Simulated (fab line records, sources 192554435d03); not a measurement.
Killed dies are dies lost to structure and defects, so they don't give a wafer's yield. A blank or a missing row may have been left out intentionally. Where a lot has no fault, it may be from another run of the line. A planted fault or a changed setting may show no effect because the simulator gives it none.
Which tool was responsible? || flow n5_finfet || 8 lots, 24 wafers sampled, at 5 steps of a route of 1938

== WHAT THE GAUGES SHOWED, per wafer ==
N5_FIN_SAQP_CD_MEAS_27 targets a cd of 20 nm.
{"lot": "L873", "measured": "day 2 00:33", "on": "cd_sem-02", "cd_nm (nm)": "20.05 20.47 20.18"}
{"lot": "L877", "measured": "day 2 23:25", "on": "cd_sem-03", "cd_nm (nm)": "20.16 20.01 20.43"}
{"lot": "L878", "measured": "day 3 05:32", "on": "cd_sem-01", "cd_nm (nm)": "20.22 20.76 20.23"}
{"lot": "L879", "measured": "day 3 13:22", "on": "cd_sem-02", "cd_nm (nm)": "19.81 20.35 20.04"}
{"lot": "L880", "measured": "day 3 18:37", "on": "cd_sem-03", "cd_nm (nm)": "19.76 19.97 20.21"}
{"lot": "L882", "measured": "day 4 07:17", "on": "cd_sem-01", "cd_nm (nm)": "19.84 20.00 19.80"}
{"lot": "L894", "measured": "day 7 06:22", "on": "cd_sem-01", "cd_nm (nm)": "29.12 20.05 20.17"}
{"lot": "L896", "measured": "day 7 18:01", "on": "cd_sem-01", "cd_nm (nm)": "20.54 20.23 20.37"}

== EACH LOT AND THE TOOL THAT RAN IT (in order: tool; ch and the chambers of the sampled wafers; start) ==
{"lot": "L873", "N5_FIN_SAQP_ETCH_51": "rie_diel-04 ch 0,2,3, day 1 22:29", "N5_FIN_SAQP_HM_OPEN_73": "rie_diel-04 ch 0,2,3, day 1 22:40", "N5_FIN_SAQP_SPACER1_ALD_24": "ald_sin-04 ch 0,1,2, day 1 23:34", "N5_FIN_SAQP_MANDREL1_REMOVE_56": "rie_si-03 ch 1,2,3, day 2 00:26"}
{"lot": "L877", "N5_FIN_SAQP_ETCH_51": "rie_diel-04 ch 1,2,3, day 2 21:23", "N5_FIN_SAQP_HM_OPEN_73": "rie_diel-04 ch 1,2,3, day 2 21:33", "N5_FIN_SAQP_SPACER1_ALD_24": "ald_sin-01 ch 1,2, day 2 22:28", "N5_FIN_SAQP_MANDREL1_REMOVE_56": "rie_si-03 ch 1,2,3, day 2 23:17"}
{"lot": "L878", "N5_FIN_SAQP_ETCH_51": "rie_diel-02 ch 2,3, day 3 03:34", "N5_FIN_SAQP_HM_OPEN_73": "rie_diel-02 ch 2,3, day 3 03:43", "N5_FIN_SAQP_SPACER1_ALD_24": "ald_sin-03 ch 0,2, day 3 04:37", "N5_FIN_SAQP_MANDREL1_REMOVE_56": "rie_si-03 ch 0,1, day 3 05:25"}
{"lot": "L879", "N5_FIN_SAQP_ETCH_51": "rie_diel-02 ch 0,1,2, day 3 11:11", "N5_FIN_SAQP_HM_OPEN_73": "rie_diel-02 ch 0,1,2, day 3 11:20", "N5_FIN_SAQP_SPACER1_ALD_24": "ald_sin-01 ch 1,2,3, day 3 12:28", "N5_FIN_SAQP_MANDREL1_REMOVE_56": "rie_si-04 ch 0,1,2, day 3 13:16"}
{"lot": "L880", "N5_FIN_SAQP_ETCH_51": "rie_diel-04 ch 0,2, day 3 16:23", "N5_FIN_SAQP_HM_OPEN_73": "rie_diel-04 ch 0,2, day 3 16:33", "N5_FIN_SAQP_SPACER1_ALD_24": "ald_sin-04 ch 2,3, day 3 17:28", "N5_FIN_SAQP_MANDREL1_REMOVE_56": "rie_si-04 ch 1,2,3, day 3 18:31"}
{"lot": "L882", "N5_FIN_SAQP_ETCH_51": "rie_diel-02 ch 1,3, day 4 05:05", "N5_FIN_SAQP_HM_OPEN_73": "rie_diel-02 ch 1,3, day 4 05:15", "N5_FIN_SAQP_SPACER1_ALD_24": "ald_sin-01 ch 0,2,3, day 4 06:22", "N5_FIN_SAQP_MANDREL1_REMOVE_56": "rie_si-06 ch 1,3, day 4 07:10"}
{"lot": "L894", "N5_FIN_SAQP_ETCH_51": "rie_diel-05 ch 1,2,3, day 7 04:05", "N5_FIN_SAQP_HM_OPEN_73": "rie_diel-05 ch 1,2,3, day 7 04:15", "N5_FIN_SAQP_SPACER1_ALD_24": "ald_sin-04 ch 0,1,2, day 7 05:26", "N5_FIN_SAQP_MANDREL1_REMOVE_56": "rie_si-03 ch 0,1,3, day 7 06:15"}
{"lot": "L896", "N5_FIN_SAQP_ETCH_51": "rie_diel-05 ch 2,3, day 7 16:02", "N5_FIN_SAQP_HM_OPEN_73": "rie_diel-05 ch 2,3, day 7 16:12", "N5_FIN_SAQP_SPACER1_ALD_24": "ald_sin-01 ch 1,3, day 7 17:05", "N5_FIN_SAQP_MANDREL1_REMOVE_56": "rie_si-04 ch 1,2, day 7 17:54"}
- N5_FIN_SAQP_ETCH_51: etches SiARC in CF4, target depth 45.5 nm, time 75.8 s.
- N5_FIN_SAQP_HM_OPEN_73: chemistry CHF3/O2, target SiO2, stops on a-Si, target depth 12 nm, time 16.8 s.
- N5_FIN_SAQP_SPACER1_ALD_24: deposits SiO2, target thk 20.3 nm, pulse time 1 s, purge time 2 s.
- N5_FIN_SAQP_MANDREL1_REMOVE_56: chemistry HBr/Cl2/O2, target a-Si, stops on SiNx, bt time 10 s.

== THE ANSWER, worked out from the rows above alone ==
Rule: usual is defined by the lots themselves. The widest of any qualifying gaps counts: lots, ordered by their means at a reading, are off when they make up no more than a third of the lots, leave a main group of 4 or more, and stand apart from it by 3 or more times the standard deviation of that group's means. The tables above print the reading to a certain number of digits; a main group whose means all agree to those digits is not used. A lot without any number at a reading at which 4 lots or more have one is off too. The other lots that the step has rows for count as sound.
Off: L894 (N5_FIN_SAQP_CD_MEAS_27, cd_nm). The main group has a mean of 20.16 nm with a standard deviation of 0.18.
If a tool, at a process step before that reading, ran all the lots that are off and no sound lot after the first of them, it fits. Those tools and the gauges at N5_FIN_SAQP_CD_MEAS_27 are tried in the same way. This does not decide it: 2 tools fit, namely ald_sin-04 at N5_FIN_SAQP_SPACER1_ALD_24 and rie_si-03 at N5_FIN_SAQP_MANDREL1_REMOVE_56.

== WHAT THE SIMULATOR HAD INSERTED ==
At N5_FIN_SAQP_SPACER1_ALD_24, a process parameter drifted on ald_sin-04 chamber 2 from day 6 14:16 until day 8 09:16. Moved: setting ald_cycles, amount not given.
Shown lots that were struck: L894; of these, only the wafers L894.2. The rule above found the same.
